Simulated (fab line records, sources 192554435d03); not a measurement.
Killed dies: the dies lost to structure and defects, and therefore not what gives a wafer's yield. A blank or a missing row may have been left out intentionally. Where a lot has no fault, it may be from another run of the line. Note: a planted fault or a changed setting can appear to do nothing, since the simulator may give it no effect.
Split-lot study :: flow n5-finfet :: 7 lots, 39 wafers read, on a route of 1938 steps

## ON THE SPLIT
At N5_BEOL_M5_TRENCH_ETCH_37 (etches SiCOH lowk in C4F6/O2, target depth 71.652 nm, time 24.7 s), the setting target-depth-a was moved away from the recipe's 716.52 angstrom on 15 of the 39 wafers read, by -59.4% to +56.7%. The other wafers ran this setting at the recipe's value.

## FROM THE SPLIT TO THE READING: what the file shows between them, 8 steps
- N5_BEOL_M5_ETCH_41: etches SiCN in CH3F/O2, target depth 31.5 nm, time 56.7 s
- N5_BEOL_M5_STRIP_91: strips in N2/H2, time 10 s
- N5_BEOL_M5_OCD_MEAS_38
- N5_BEOL_M5_HM_STRIP_39: strips TiN in peroxide tin strip, target depth 25 nm, time 158 s
- N5_BEOL_M5_SRD_40: time 30 s
- N5_BEOL_M5_ECD_50: material Cu, target thk 300 nm
- N5_BEOL_M5_ANNEAL_51: time 90 s
- N5_BEOL_M5_CMP_52: polishes, stops on SiCOH lowk, t overpolish 6.9 s, target thk 62 nm

## THE READING
M5_THK, in nm, at N5_BEOL_M5_THK_MEAS_53 (measures by xrf). Typical for fault-free wafers on this fab line: 62.7 nm, with standard deviation 2.2 nm.

wafer: L077.1
tool, chamber at the split: rie-diel-06, 2
target-depth-a as run, angstrom: 716.52
against the recipe: recipe
M5_THK, nm: 62.9
against lot-mates on the recipe: -

wafer: L077.2
tool, chamber at the split: rie-diel-06, 0
target-depth-a as run, angstrom: 716.52
against the recipe: recipe
M5_THK, nm: 64.8
against lot-mates on the recipe: -

wafer: L077.3
tool, chamber at the split: rie-diel-06, 1
target-depth-a as run, angstrom: 1123
against the recipe: +56.7%
M5_THK, nm: 101.3
against lot-mates on the recipe: +38.9

wafer: L077.4
tool, chamber at the split: rie-diel-06, 3
target-depth-a as run, angstrom: 716.52
against the recipe: recipe
M5_THK, nm: 59.4
against lot-mates on the recipe: -

wafer: L077.5
tool, chamber at the split: rie-diel-06, 2
target-depth-a as run, angstrom: 1123
against the recipe: +56.7%
M5_THK, nm: 108.4
against lot-mates on the recipe: +46.0

wafer: L077.6
tool, chamber at the split: rie-diel-06, 1
target-depth-a as run, angstrom: 1123
against the recipe: +56.7%
M5_THK, nm: 105.1
against lot-mates on the recipe: +42.7

wafer: L076.3
tool, chamber at the split: rie-diel-03, 3
target-depth-a as run, angstrom: 716.52
against the recipe: recipe
M5_THK, nm: 62.7
against lot-mates on the recipe: -

wafer: L076.4
tool, chamber at the split: rie-diel-03, 0
target-depth-a as run, angstrom: 716.52
against the recipe: recipe
M5_THK, nm: 64.3
against lot-mates on the recipe: -

wafer: L076.5
tool, chamber at the split: rie-diel-03, 2
target-depth-a as run, angstrom: 716.52
against the recipe: recipe
M5_THK, nm: 65.1
against lot-mates on the recipe: -

wafer: L082.1
tool, chamber at the split: rie-diel-03, 2
target-depth-a as run, angstrom: 963
against the recipe: +34.4%
M5_THK, nm: 86.9
against lot-mates on the recipe: +25.0

wafer: L082.2
tool, chamber at the split: rie-diel-03, 0
target-depth-a as run, angstrom: 963
against the recipe: +34.4%
M5_THK, nm: 86.0
against lot-mates on the recipe: +24.1

wafer: L082.3
tool, chamber at the split: rie-diel-03, 3
target-depth-a as run, angstrom: 963
against the recipe: +34.4%
M5_THK, nm: 85.5
against lot-mates on the recipe: +23.6

wafer: L082.4
tool, chamber at the split: rie-diel-03, 1
target-depth-a as run, angstrom: 716.52
against the recipe: recipe
M5_THK, nm: 59.1
against lot-mates on the recipe: -

wafer: L082.5
tool, chamber at the split: rie-diel-03, 3
target-depth-a as run, angstrom: 716.52
against the recipe: recipe
M5_THK, nm: 62.3
against lot-mates on the recipe: -

wafer: L082.6
tool, chamber at the split: rie-diel-03, 0
target-depth-a as run, angstrom: 716.52
against the recipe: recipe
M5_THK, nm: 64.3
against lot-mates on the recipe: -

wafer: L083.1
tool, chamber at the split: rie-diel-02, 2
target-depth-a as run, angstrom: 290.9
against the recipe: -59.4%
M5_THK, nm: 18.5
against lot-mates on the recipe: -43.4

wafer: L083.2
tool, chamber at the split: rie-diel-02, 0
target-depth-a as run, angstrom: 290.9
against the recipe: -59.4%
M5_THK, nm: 17.9
against lot-mates on the recipe: -44.0

wafer: L083.3
tool, chamber at the split: rie-diel-02, 3
target-depth-a as run, angstrom: 716.52
against the recipe: recipe
M5_THK, nm: 62.1
against lot-mates on the recipe: -

wafer: L083.4
tool, chamber at the split: rie-diel-02, 1
target-depth-a as run, angstrom: 716.52
against the recipe: recipe
M5_THK, nm: 62.2
against lot-mates on the recipe: -

wafer: L083.5
tool, chamber at the split: rie-diel-02, 2
target-depth-a as run, angstrom: 290.9
against the recipe: -59.4%
M5_THK, nm: 18.7
against lot-mates on the recipe: -43.2

wafer: L083.6
tool, chamber at the split: rie-diel-02, 1
target-depth-a as run, angstrom: 716.52
against the recipe: recipe
M5_THK, nm: 61.5
against lot-mates on the recipe: -

wafer: L088.1
tool, chamber at the split: rie-diel-06, 1
target-depth-a as run, angstrom: 351.8
against the recipe: -50.9%
M5_THK, nm: 28.3
against lot-mates on the recipe: -36.3

wafer: L088.2
tool, chamber at the split: rie-diel-06, 2
target-depth-a as run, angstrom: 716.52
against the recipe: recipe
M5_THK, nm: 66.1
against lot-mates on the recipe: -

wafer: L088.3
tool, chamber at the split: rie-diel-06, 0
target-depth-a as run, angstrom: 716.52
against the recipe: recipe
M5_THK, nm: 62.2
against lot-mates on the recipe: -

wafer: L088.4
tool, chamber at the split: rie-diel-06, 3
target-depth-a as run, angstrom: 351.8
against the recipe: -50.9%
M5_THK, nm: 25.8
against lot-mates on the recipe: -38.8

wafer: L088.5
tool, chamber at the split: rie-diel-06, 3
target-depth-a as run, angstrom: 351.8
against the recipe: -50.9%
M5_THK, nm: 28.4
against lot-mates on the recipe: -36.2

wafer: L088.6
tool, chamber at the split: rie-diel-06, 2
target-depth-a as run, angstrom: 716.52
against the recipe: recipe
M5_THK, nm: 65.4
against lot-mates on the recipe: -

wafer: L095.1
tool, chamber at the split: rie-diel-06, 0
target-depth-a as run, angstrom: 716.52
against the recipe: recipe
M5_THK, nm: 60.5
against lot-mates on the recipe: -

wafer: L095.2
tool, chamber at the split: rie-diel-06, 2
target-depth-a as run, angstrom: 716.52
against the recipe: recipe
M5_THK, nm: 66.1
against lot-mates on the recipe: -

wafer: L095.3
tool, chamber at the split: rie-diel-06, 1
target-depth-a as run, angstrom: 716.52
against the recipe: recipe
M5_THK, nm: 61.7
against lot-mates on the recipe: -

wafer: L095.4
tool, chamber at the split: rie-diel-06, 1
target-depth-a as run, angstrom: 716.52
against the recipe: recipe
M5_THK, nm: 60.2
against lot-mates on the recipe: -

wafer: L095.5
tool, chamber at the split: rie-diel-06, 2
target-depth-a as run, angstrom: 716.52
against the recipe: recipe
M5_THK, nm: 63.8
against lot-mates on the recipe: -

wafer: L095.6
tool, chamber at the split: rie-diel-06, 0
target-depth-a as run, angstrom: 716.52
against the recipe: recipe
M5_THK, nm: 62.6
against lot-mates on the recipe: -

wafer: L097.1
tool, chamber at the split: rie-diel-02, 3
target-depth-a as run, angstrom: 869.7
against the recipe: +21.4%
M5_THK, nm: 82.5
against lot-mates on the recipe: +19.0

wafer: L097.2
tool, chamber at the split: rie-diel-02, 0
target-depth-a as run, angstrom: 869.7
against the recipe: +21.4%
M5_THK, nm: 75.3
against lot-mates on the recipe: +11.8

wafer: L097.3
tool, chamber at the split: rie-diel-02, 2
target-depth-a as run, angstrom: 869.7
against the recipe: +21.4%
M5_THK, nm: 75.8
against lot-mates on the recipe: +12.3

wafer: L097.4
tool, chamber at the split: rie-diel-02, 1
target-depth-a as run, angstrom: 716.52
against the recipe: recipe
M5_THK, nm: 64.3
against lot-mates on the recipe: -

wafer: L097.5
tool, chamber at the split: rie-diel-02, 0
target-depth-a as run, angstrom: 716.52
against the recipe: recipe
M5_THK, nm: 61.0
against lot-mates on the recipe: -

wafer: L097.6
tool, chamber at the split: rie-diel-02, 1
target-depth-a as run, angstrom: 716.52
against the recipe: recipe
M5_THK, nm: 65.1
against lot-mates on the recipe: -

FIT RESULTS
A straight line over all 39 wafers: M5_THK changes by +0.724 nm for each +1% of target-depth-a; r = +0.99; the points scatter about the line by 2.2 nm.
The same after taking each lot's own level away (the mean of its wafers on the recipe; 39 wafers): +0.732 nm for each +1%; r = +1.00; scatter 2 nm.
Per that fit: largest target-depth-a move, reading shift of 43 nm.
Measured against the standard deviation above, the lots' own levels, which go from 61.90 to 64.57 nm, span 1.2 times it.
So the lot-to-lot level changes the slope little: the two slopes agree.
Check: with one of the wafers moved furthest among these (-59.4%) left out of the fit, the line predicts -43.6 nm for it against its lot-mates. It came out at -43.4 nm against them.

## THESE WAFERS: OTHER SPLITS
Before the reading, these wafers also passed through other splits. Each is held against what the fit with the lots' levels taken away leaves over:
other split on the same wafers: N5_BEOL_M0_TRENCH_ETCH_107 target-depth-a
wafers away from the commonest value: 15
r with M5_THK (lot level and that fit taken away): -0.23

other split on the same wafers: N5_BEOL_M3_ALD_98 ald-cycles
wafers away from the commonest value: 15
r with M5_THK (lot level and that fit taken away): -0.21

## THE WHOLE CHAIN: every reading that the file lists as answering this split, in the file's order
step: N5_BEOL_M5_TRENCH_ETCH_37
what it does: etches SiCOH lowk in C4F6/O2, target depth 71.652 nm, time 24.7 s
reading: BEOL_M5.feature-depth-nm (the simulator's own value, which no gauge read)
change (the file's fit): +0.739 nm for each +1% of the setting
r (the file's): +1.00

step: N5_BEOL_M5_TRENCH_ETCH_37
what it does: etches SiCOH lowk in C4F6/O2, target depth 71.652 nm, time 24.7 s
reading: etch.depth-nm (the simulator's own value, which no gauge read)
change (the file's fit): +0.74 nm for each +1% of the setting
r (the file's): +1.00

step: N5_BEOL_M5_TRENCH_ETCH_37
what it does: etches SiCOH lowk in C4F6/O2, target depth 71.652 nm, time 24.7 s
reading: TiN_of_BEOL_M5_HM_DEP_02.thk-nm (the simulator's own value, which no gauge read)
change (the file's fit): -0.0225 nm for each +1% of the setting
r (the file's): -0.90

step: N5_BEOL_M5_OCD_MEAS_38
what it does: 
reading: trench-depth-nm
change (the file's fit): +0.739 nm for each +1% of the setting
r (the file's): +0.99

step: N5_BEOL_M5_CMP_52
what it does: polishes, stops on SiCOH lowk, t overpolish 6.9 s, target thk 62 nm
reading: Cu_of_BEOL_M5_ECD_50.thk-nm (the simulator's own value, which no gauge read)
change (the file's fit): +0.724 nm for each +1% of the setting
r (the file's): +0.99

step: N5_BEOL_M5_THK_MEAS_53
what it does: measures by xrf
reading: M5_THK
change (the file's fit): +0.732 for each +1% of the setting
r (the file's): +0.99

step: N5_BEOL_M5_RS_MEAS_57
what it does: measures by four-point-probe
reading: M5_RS
change (the file's fit): not straight: 1.929 at the lowest setting, 0.385 at the recipe, 0.211 at the highest
r (the file's): not given

## FILE'S OWN FIT
M5_THK changes by +0.732 nm for each +1% of target-depth-a, r = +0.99.
